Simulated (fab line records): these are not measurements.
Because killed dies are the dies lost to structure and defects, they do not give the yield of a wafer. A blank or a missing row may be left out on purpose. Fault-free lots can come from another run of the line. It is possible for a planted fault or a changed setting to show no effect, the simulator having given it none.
Matching of chambers ; flow n5Finfet ; N5_BEOL_M0_SAQP_HM_DEP_111 on pecvd-02 has 3 sister chambers
The step deposits SiO2 from SiH4/N2O, target thk 12 nm, time 7.2 s. 22 wafers are shown with their chamber, then 11 later ones without.

## WAFERS PAIRED WITH THEIR CHAMBERS
wafer;chamber;showerheadPlenumPTorr (Torr);heaterPowerW (W);showerheadVppV (V)
L075.1;2;7.94;682;986
L075.2;1;8.07;828;1017
L075.3;0;8.08;806;1020
L077.1;0;8.05;783;1012
L077.3;2;7.93;564;968
L077.6;2;7.92;585;978
L079.3;2;7.91;684;970
L079.4;0;8.08;809;1032
L079.5;1;8.04;925;989
L081.2;0;8.09;861;1029
L081.3;2;7.95;678;969
L081.4;0;8.09;855;996
L084.1;2;7.94;663;964
L084.3;1;8.05;874;994
L084.6;1;8.04;875;993
L086.1;0;8.08;753;991
L086.3;2;7.93;639;980
L086.4;0;8.07;749;1002
L088.1;1;8.06;948;991
L088.4;1;8.05;941;1006
L088.5;2;7.92;634;975
L091.1;1;8.05;890;994

SIGNATURES (averages over the wafers above)
reading;chamber 0;chamber 1;chamber 2;scatter within a chamber
showerheadPlenumPTorr;8.0771;8.0514;7.9300;0.0126
heaterPowerW;802.29;897.29;641.12;44.5
showerheadVppV;1011.71;997.71;973.75;11.5
Rule: a wafer lies at a distance from a chamber equal to the root of the sum of squares, over the readings, of (its reading less the chamber's mean, divided by the reading's scatter). If the next closest chamber is less than 2 further off than the closest, the wafer can't be placed; otherwise it belongs to the closest. The scatter: take each reading less its chamber's mean, square it, sum over the shown wafers, divide by the number of wafers less the number of chambers, and take the root.

## WAFERS WHOSE CHAMBER IS MISSING
wafer;showerheadPlenumPTorr (Torr);heaterPowerW (W);showerheadVppV (V)
L091.3;7.94;605;983
L091.5;8.08;814;1004
L093.3;8.09;806;1011
L093.5;8.04;947;1010
L093.6;8.06;786;1023
L094.2;8.06;756;1006
L094.4;8.10;771;1010
L094.6;7.92;650;968
L095.1;7.92;672;973
L095.2;8.07;755;1018
L095.4;8.08;754;1005

## WHICH CHAMBER EACH ONE RAN IN
wafer;from the rows above;in truth
L091.3;2;2
L091.5;0;0
L093.3;0;0
L093.5;1;1
L093.6;can't be placed: 0 or 1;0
L094.2;can't be placed: 0 or 1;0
L094.4;0;0
L094.6;2;2
L095.1;2;2
L095.2;0;0
L095.4;0;0
Correct placement for 9 of the 11. Cannot be placed on the basis of these rows: 2; the candidates contain the true chamber in 2. Number placed wrongly: 0.
